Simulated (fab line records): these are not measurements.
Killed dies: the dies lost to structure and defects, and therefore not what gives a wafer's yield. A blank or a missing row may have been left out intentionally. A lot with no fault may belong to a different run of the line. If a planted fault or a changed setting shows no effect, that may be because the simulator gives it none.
Split-lot study ; flow n5 finfet ; 7 lots, 39 wafers read, on a route of 1938 steps

SPLIT DETAILS
At N5_GATE_CUT_ETCH_58 (etches SiNx in CH3F/O2, target depth 17 nm, time 128.6 s), the setting bias w was moved away from the recipe's 21 W on 12 of the 39 wafers read, by -16.1% to +15.2%. For the rest of the wafers, this setting stayed at what the recipe calls for.

Reading taken at the split's own step.

THE READING
rf vpp V, in V, at N5_GATE_CUT_ETCH_58 (etches SiNx in CH3F/O2, target depth 17 nm, time 128.6 s). On this fab line, fault-free wafers typically give 99.1 V with a standard deviation of 1.1 V.

wafer;tool, chamber at the split;bias w as run, W;against the recipe;rf vpp V, V;against lot-mates on the recipe
L076.1;rie diel-03, 3;21;recipe;98.1;-
L076.5;rie diel-03, 0;21;recipe;100.2;-
L076.6;rie diel-03, 1;21;recipe;98.9;-
L080.1;rie diel-04, 2;17.62;-16.1%;87.3;-11.2
L080.2;rie diel-04, 3;21;recipe;99.6;-
L080.3;rie diel-04, 0;21;recipe;98.0;-
L080.4;rie diel-04, 1;17.62;-16.1%;87.4;-11.1
L080.5;rie diel-04, 1;17.62;-16.1%;89.6;-8.9
L080.6;rie diel-04, 2;21;recipe;97.8;-
L081.1;rie diel-04, 2;24.12;+14.9%;107.8;+9.0
L081.2;rie diel-04, 3;21;recipe;99.1;-
L081.3;rie diel-04, 0;21;recipe;98.4;-
L081.4;rie diel-04, 1;24.12;+14.9%;107.7;+8.9
L081.5;rie diel-04, 2;24.12;+14.9%;108.1;+9.3
L081.6;rie diel-04, 1;21;recipe;98.9;-
L082.1;rie diel-03, 1;21;recipe;100.8;-
L082.2;rie diel-03, 0;24.2;+15.2%;108.6;+9.2
L082.3;rie diel-03, 3;24.2;+15.2%;109.0;+9.6
L082.4;rie diel-03, 2;21;recipe;96.8;-
L082.5;rie diel-03, 2;24.2;+15.2%;107.2;+7.8
L082.6;rie diel-03, 3;21;recipe;100.5;-
L085.1;rie diel-05, 3;21;recipe;98.1;-
L085.2;rie diel-05, 0;21;recipe;98.7;-
L085.3;rie diel-05, 1;21;recipe;99.1;-
L085.4;rie diel-05, 2;21;recipe;98.8;-
L085.5;rie diel-05, 1;21;recipe;98.0;-
L085.6;rie diel-05, 0;21;recipe;99.3;-
L092.1;rie diel-03, 0;22.95;+9.3%;104.8;+6.5
L092.2;rie diel-03, 3;22.95;+9.3%;106.1;+7.8
L092.3;rie diel-03, 1;22.95;+9.3%;106.8;+8.5
L092.4;rie diel-03, 2;21;recipe;97.2;-
L092.5;rie diel-03, 1;21;recipe;100.0;-
L092.6;rie diel-03, 2;21;recipe;97.6;-
L096.1;rie diel-03, 3;21;recipe;99.1;-
L096.2;rie diel-03, 0;21;recipe;100.3;-
L096.3;rie diel-03, 2;21;recipe;99.9;-
L096.4;rie diel-03, 1;21;recipe;98.0;-
L096.5;rie diel-03, 2;21;recipe;99.0;-
L096.6;rie diel-03, 1;21;recipe;100.7;-

FIT RESULTS
A straight line over all 39 wafers: rf vpp V changes by +0.646 V for each +1% of bias w; r = +0.98; the points scatter about the line by 1.1 V.
The same after taking each lot's own level away (the mean of its wafers on the recipe; 39 wafers): +0.636 V for each +1%; r = +0.98; scatter 1.1 V.
That fit puts the effect of the largest move of bias w on the reading at 10 V.
Measured against the standard deviation above, the lots' own levels, which go from 98.27 to 99.50 V, span 1.1 times it.
Hence the lot-to-lot level has little effect on the slope; both slopes agree.
Check: with one of the wafers moved furthest among these (-16.1%) left out of the fit, the line predicts -10 V for it against its lot-mates. Against them it came out at -11.2 V.
Tool readings at the split's step, against how far the setting was moved: rf vpp V r = +0.98.

OTHER SPLITS ON THESE WAFERS
Other splits were also applied to these wafers ahead of the reading. Each is held against what the fit with the lots' levels taken away leaves over:
other split on the same wafers;wafers away from the commonest value;r with rf vpp V (lot level and that fit taken away)
N5_FIN_SAQP_ETCH_34 source w;12;-0.35
N5_DUMMY_GATE_EXPOSE_12 dose mj;18;+0.08
N5_DUMMY_GATE_ETCH_37 source w;9;+0.27

THE FILE'S OWN FIT
rf vpp V changes by +0.636 V for each +1% of bias w, r = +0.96.
